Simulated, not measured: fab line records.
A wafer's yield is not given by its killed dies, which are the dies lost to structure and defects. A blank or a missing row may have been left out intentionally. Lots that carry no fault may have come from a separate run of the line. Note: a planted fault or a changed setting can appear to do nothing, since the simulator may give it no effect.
Which tool was responsible? | flow n5 finfet | Sampling: 24 lots, 72 wafers, 5 of 1938 route steps

## WHAT THE GAUGES SHOWED, per wafer
N5_BEOL_M2_INSPECT_13: inspects for defects (brightfield). Usual: raw defect count 403, standard deviation 98.
lot  | measured     | on                | raw defect count | flag
L074 | day 6 14:04  | defect inspect-02 | 415 317 378      |
L075 | day 7 00:55  | defect inspect-02 | 398 509 517      |
L076 | day 7 22:15  | defect inspect-01 | 394 531 497      |
L077 | day 7 22:42  | defect inspect-02 | 575 607 531      |
L078 | day 7 23:02  | defect inspect-01 | 353 335 409      |
L079 | day 9 20:01  | defect inspect-01 | 348 424 369      |
L080 | day 9 20:12  | defect inspect-02 | 430 421 567      |
L081 | day 9 20:14  | defect inspect-01 | 308 320 307      |
L082 | day 10 10:25 | defect inspect-02 | 564 581 512      |
L083 | day 10 16:05 | defect inspect-02 | 437 488 306      |
L084 | day 10 17:04 | defect inspect-02 | 278 335 381      |
L085 | day 11 04:58 | defect inspect-01 | 454 692 395      |
L086 | day 11 07:26 | defect inspect-01 | 243 226 295      |
L087 | day 11 13:31 | defect inspect-01 | 419 369 330      |
L088 | day 11 13:22 | defect inspect-01 | 459 315 498      |
L089 | day 12 17:10 | defect inspect-02 | 433 345 216      |
L092 | day 12 20:52 | defect inspect-02 | 385 360 374      |
L090 | day 12 20:27 | defect inspect-01 | 371 441 441      |
L091 | day 12 22:57 | defect inspect-02 | 575 430 650      |
L093 | day 13 02:13 | defect inspect-01 | 393 304 307      |
L096 | day 14 04:26 | defect inspect-01 | 451 384 381      |
L095 | day 14 04:57 | defect inspect-02 | 306 296 352      |
L094 | day 14 05:12 | defect inspect-02 | 429 403 337      |
L097 | day 14 06:23 | defect inspect-01 | 446 358 376      |

## TOOL THAT RAN EACH LOT (tool first, then ch and the chambers of the sampled wafers, then the start)
lot  | N5_BEOL_M1_ETCH_70                 | N5_BEOL_M1_SURFACE_TREAT_85  | N5_BEOL_M1_ANNEAL_49         | N5_BEOL_M1_SPUTTER_94
L074 | rie diel-02 ch 1,2, day 6 06:32    | pvd sputter-01, day 6 08:17  | pvd sputter-02, day 6 10:33  | pvd sputter-02, day 6 12:01
L075 | rie diel-03 ch 1,2,3, day 6 19:11  | pvd sputter-02, day 6 20:20  | pvd sputter-02, day 6 20:45  | pvd sputter-02, day 6 22:13
L076 | rie diel-02 ch 0,2, day 6 19:40    | pvd sputter-01, day 6 20:57  | pvd sputter-03, day 6 22:58  | pvd sputter-03, day 7 00:26
L077 | rie diel-05 ch 1,2,3, day 7 04:41  | pvd sputter-03, day 7 05:49  | pvd sputter-01, day 7 06:08  | pvd sputter-01, day 7 07:35
L078 | rie diel-02 ch 1,2, day 7 04:41    | pvd sputter-01, day 7 05:49  | pvd sputter-03, day 7 06:20  | pvd sputter-03, day 7 07:47
L079 | rie diel-02 ch 1,2, day 8 13:52    | pvd sputter-03, day 8 15:09  | pvd sputter-03, day 8 15:31  | pvd sputter-03, day 8 16:59
L080 | rie diel-03 ch 0,2,3, day 8 14:19  | pvd sputter-02, day 8 15:18  | pvd sputter-03, day 8 17:24  | pvd sputter-03, day 8 18:52
L081 | rie diel-02 ch 1,2,3, day 8 14:37  | pvd sputter-03, day 8 17:17  | pvd sputter-01, day 8 17:38  | pvd sputter-01, day 8 19:05
L082 | rie diel-02 ch 0,2,3, day 10 04:50 | pvd sputter-01, day 10 06:15 | pvd sputter-01, day 10 06:36 | pvd sputter-01, day 10 08:04
L083 | rie diel-02 ch 0,2,3, day 10 08:32 | pvd sputter-02, day 10 09:43 | pvd sputter-02, day 10 11:55 | pvd sputter-02, day 10 13:22
L084 | rie diel-02 ch 0,1,2, day 10 11:41 | pvd sputter-01, day 10 13:10 | pvd sputter-01, day 10 13:31 | pvd sputter-01, day 10 14:58
L085 | rie diel-03 ch 1,3, day 10 22:32   | pvd sputter-03, day 10 23:39 | pvd sputter-03, day 11 00:05 | pvd sputter-03, day 11 01:33
L086 | rie diel-05 ch 0,1,2, day 11 00:59 | pvd sputter-03, day 11 02:26 | pvd sputter-02, day 11 03:02 | pvd sputter-02, day 11 04:30
L087 | rie diel-03 ch 0,2, day 11 03:53   | pvd sputter-03, day 11 05:23 | pvd sputter-03, day 11 05:45 | pvd sputter-03, day 11 07:13
L088 | rie diel-03 ch 1,3, day 11 04:21   | pvd sputter-03, day 11 05:21 | pvd sputter-02, day 11 05:41 | pvd sputter-02, day 11 07:08
L089 | rie diel-05 ch 2,3, day 12 10:47   | pvd sputter-02, day 12 12:34 | pvd sputter-03, day 12 12:55 | pvd sputter-03, day 12 14:22
L092 | rie diel-02 ch 0,2,3, day 12 14:43 | pvd sputter-03, day 12 16:17 | pvd sputter-03, day 12 16:35 | pvd sputter-03, day 12 18:03
L090 | rie diel-02 ch 2,3, day 12 15:05   | pvd sputter-03, day 12 16:20 | pvd sputter-01, day 12 16:48 | pvd sputter-01, day 12 18:16
L091 | rie diel-05 ch 2,3, day 12 15:34   | pvd sputter-02, day 12 17:01 | pvd sputter-02, day 12 17:28 | pvd sputter-02, day 12 18:56
L093 | rie diel-05 ch 0,1,3, day 12 18:56 | pvd sputter-02, day 12 19:53 | pvd sputter-03, day 12 20:16 | pvd sputter-03, day 12 21:44
L096 | rie diel-05 ch 0,2,3, day 13 22:34 | pvd sputter-01, day 13 23:27 | pvd sputter-01, day 13 23:45 | pvd sputter-01, day 14 01:13
L095 | rie diel-02 ch 0,2,3, day 13 22:34 | pvd sputter-03, day 13 23:28 | pvd sputter-02, day 13 23:46 | pvd sputter-02, day 14 01:14
L094 | rie diel-05 ch 1,2, day 13 23:22   | pvd sputter-03, day 14 00:17 | pvd sputter-03, day 14 00:39 | pvd sputter-03, day 14 02:07
L097 | rie diel-02 ch 1,2,3, day 13 23:49 | pvd sputter-02, day 14 01:32 | pvd sputter-01, day 14 01:55 | pvd sputter-01, day 14 03:22
- N5_BEOL_M1_ETCH_70: etches SOC in N2/H2, target depth 80 nm, overetch 16 nm, time 120 s.
- N5_BEOL_M1_SURFACE_TREAT_85
- N5_BEOL_M1_ANNEAL_49: time 240 s.
- N5_BEOL_M1_SPUTTER_94: material Cu, target thk 4.5 nm, time 8.29 s.

## AS READ BY THE TOOLS THEMSELVES (means over the sampled wafers that have a number; for cases with no such wafer, the mark the record gives instead)
N5_BEOL_M1_ETCH_70. Usual: bias w is 150.0 W with standard deviation 0.46, drypump motor current A is 5.7 A with standard deviation 0.42, n2 flow sccm is 199.9 sccm with standard deviation 0.62, oes product au is 0.60 a.u. with standard deviation 0.065, rf vpp V is 523.0 V with standard deviation 2.4, showerhead plenum p Torr is 2.51 Torr with standard deviation 0.077, and throttle valve pct is 17.90 % with standard deviation 0.17.
lot  | tool        | bias w (W) | drypump motor current A (A) | n2 flow sccm (sccm) | oes product au (a.u.) | rf vpp V (V) | showerhead plenum p Torr (Torr) | throttle valve pct (%) | flag
L074 | rie diel-02 | 150.0      | 5.9                         | 199.9               | 0.64                  | 521.4        | 2.47                            | 17.88                  |
L075 | rie diel-03 | 150.3      | 5.7                         | 200.0               | 0.55                  | 523.5        | 2.54                            | 18.01                  |
L076 | rie diel-02 | 150.0      | 5.2                         | 200.3               | 0.57                  | 524.3        | 2.56                            | 18.04                  |
L077 | rie diel-05 | 150.3      | 6.0                         | 200.4               | 0.67                  | 522.8        | 2.54                            | 17.77                  |
L078 | rie diel-02 | 150.7      | 5.9                         | 200.0               | 0.63                  | 521.3        | 2.47                            | 17.88                  |
L079 | rie diel-02 | 150.0      | 5.7                         | 199.4               | 0.60                  | 521.6        | 2.45                            | 17.99                  |
L080 | rie diel-03 | 150.3      | 5.7                         | 199.4               | 0.57                  | 525.2        | 2.58                            | 17.95                  |
L081 | rie diel-02 | 149.9      | 5.9                         | 200.2               | 0.60                  | 520.8        | 2.45                            | 17.92                  |
L082 | rie diel-02 | 150.2      | 5.6                         | 199.6               | 0.65                  | 522.1        | 2.50                            | 17.81                  |
L083 | rie diel-02 | 150.2      | 5.6                         | 200.1               | 0.65                  | 523.1        | 2.50                            | 17.80                  |
L084 | rie diel-02 | 150.1      | 5.5                         | 200.5               | 0.66                  | 522.1        | 2.50                            | 17.87                  |
L085 | rie diel-03 | 150.0      | 5.6                         | 199.6               | 0.55                  | 524.7        | 2.57                            | 18.18                  |
L086 | rie diel-05 | 149.7      | 5.8                         | 200.4               | 0.64                  | 524.2        | 2.53                            | 17.67                  |
L087 | rie diel-03 | 150.1      | 5.8                         | 199.8               | 0.56                  | 522.4        | 2.50                            | 17.95                  |
L088 | rie diel-03 | 150.5      | 5.5                         | 199.3               | 0.54                  | 525.0        | 2.59                            | 18.08                  |
L089 | rie diel-05 | 150.4      | 6.3                         | 200.0               | 0.61                  | 523.5        | 2.52                            | 17.97                  |
L092 | rie diel-02 | 150.3      | 5.6                         | 200.4               | 0.63                  | 522.2        | 2.49                            | 17.82                  |
L090 | rie diel-02 | 149.9      | 6.0                         | 199.8               | 0.60                  | 521.6        | 2.45                            | 17.88                  |
L091 | rie diel-05 | 149.9      | 6.3                         | 199.2               | 0.61                  | 523.1        | 2.52                            | 17.98                  |
L093 | rie diel-05 | 149.8      | 5.9                         | 200.6               | 0.59                  | 524.4        | 2.53                            | 17.83                  |
L096 | rie diel-05 | 149.7      | 6.1                         | 199.9               | 0.59                  | 522.9        | 2.50                            | 17.88                  |
L095 | rie diel-02 | 149.8      | 5.6                         | 199.4               | 0.63                  | 523.3        | 2.49                            | 17.85                  |
L094 | rie diel-05 | 150.2      | 5.7                         | 200.1               | 0.65                  | 524.2        | 2.55                            | 17.68                  |
L097 | rie diel-02 | 150.1      | 5.9                         | 199.7               | 0.58                  | 521.4        | 2.43                            | 17.97                  |

N5_BEOL_M1_ANNEAL_49. Usual: heater power w 842 W, standard deviation 90.
lot  | tool           | heater power w (W) | flag
L074 | pvd sputter-02 | 895                |
L075 | pvd sputter-02 | 876                |
L076 | pvd sputter-03 | 773                |
L077 | pvd sputter-01 | 918                |
L078 | pvd sputter-03 | 786                |
L079 | pvd sputter-03 | 769                |
L080 | pvd sputter-03 | 777                |
L081 | pvd sputter-01 | 980                |
L082 | pvd sputter-01 | 930                |
L083 | pvd sputter-02 | 925                |
L084 | pvd sputter-01 | 914                |
L085 | pvd sputter-03 | 716                |
L086 | pvd sputter-02 | 869                |
L087 | pvd sputter-03 | 759                |
L088 | pvd sputter-02 | 919                |
L089 | pvd sputter-03 | 742                |
L092 | pvd sputter-03 | 784                |
L090 | pvd sputter-01 | 886                |
L091 | pvd sputter-02 | 876                |
L093 | pvd sputter-03 | 738                |
L096 | pvd sputter-01 | 916                |
L095 | pvd sputter-02 | 916                |
L094 | pvd sputter-03 | 808                |
L097 | pvd sputter-01 | 931                |

N5_BEOL_M1_SPUTTER_94. Usual: chamber pressure pa 0.07001 Pa, standard deviation 0.00015; throttle valve pct 29.5 %, standard deviation 1.
lot  | tool           | chamber pressure pa (Pa) | throttle valve pct (%) | flag
L074 | pvd sputter-02 | 0.06992                  | 29.0                   |
L075 | pvd sputter-02 | 0.06999                  | 29.9                   |
L076 | pvd sputter-03 | 0.07009                  | 29.1                   |
L077 | pvd sputter-01 | 0.06995                  | 29.3                   |
L078 | pvd sputter-03 | 0.07012                  | 28.3                   |
L079 | pvd sputter-03 | 0.06992                  | 28.6                   |
L080 | pvd sputter-03 | 0.07008                  | 29.3                   |
L081 | pvd sputter-01 | 0.06985                  | 30.3                   |
L082 | pvd sputter-01 | 0.07003                  | 29.6                   |
L083 | pvd sputter-02 | 0.06991                  | 29.4                   |
L084 | pvd sputter-01 | 0.06995                  | 29.5                   |
L085 | pvd sputter-03 | 0.07010                  | 29.6                   |
L086 | pvd sputter-02 | 0.07001                  | 30.1                   |
L087 | pvd sputter-03 | 0.07010                  | 29.5                   |
L088 | pvd sputter-02 | 0.06997                  | 29.7                   |
L089 | pvd sputter-03 | 0.06997                  | 28.3                   |
L092 | pvd sputter-03 | 0.07010                  | 29.5                   |
L090 | pvd sputter-01 | 0.07012                  | 28.7                   |
L091 | pvd sputter-02 | 0.07001                  | 30.2                   |
L093 | pvd sputter-03 | 0.07002                  | 29.7                   |
L096 | pvd sputter-01 | 0.07000                  | 29.9                   |
L095 | pvd sputter-02 | 0.07008                  | 29.8                   |
L094 | pvd sputter-03 | 0.06988                  | 28.5                   |
L097 | pvd sputter-01 | 0.07007                  | 30.3                   |

## THE ANSWER, worked out from the rows above alone
Rule: a lot counts as off when the mean over its wafers that have a number is more than 3 standard deviations away from the usual mean. Also off: a lot with no number at a reading for which 4 or more lots have one. Where the step has rows for the other lots, those lots are counted as sound. The gauges are gone through in route order, then the tools' own readings, and for those a lot's mean is taken as printed above. The first step at which some lot is off is used, and at that step the reading that is off furthest; a lot without a number counts as furthest.
Nothing can be told from this: no lot is off at any reading shown.

## WHAT THE SIMULATOR HAD PUT IN
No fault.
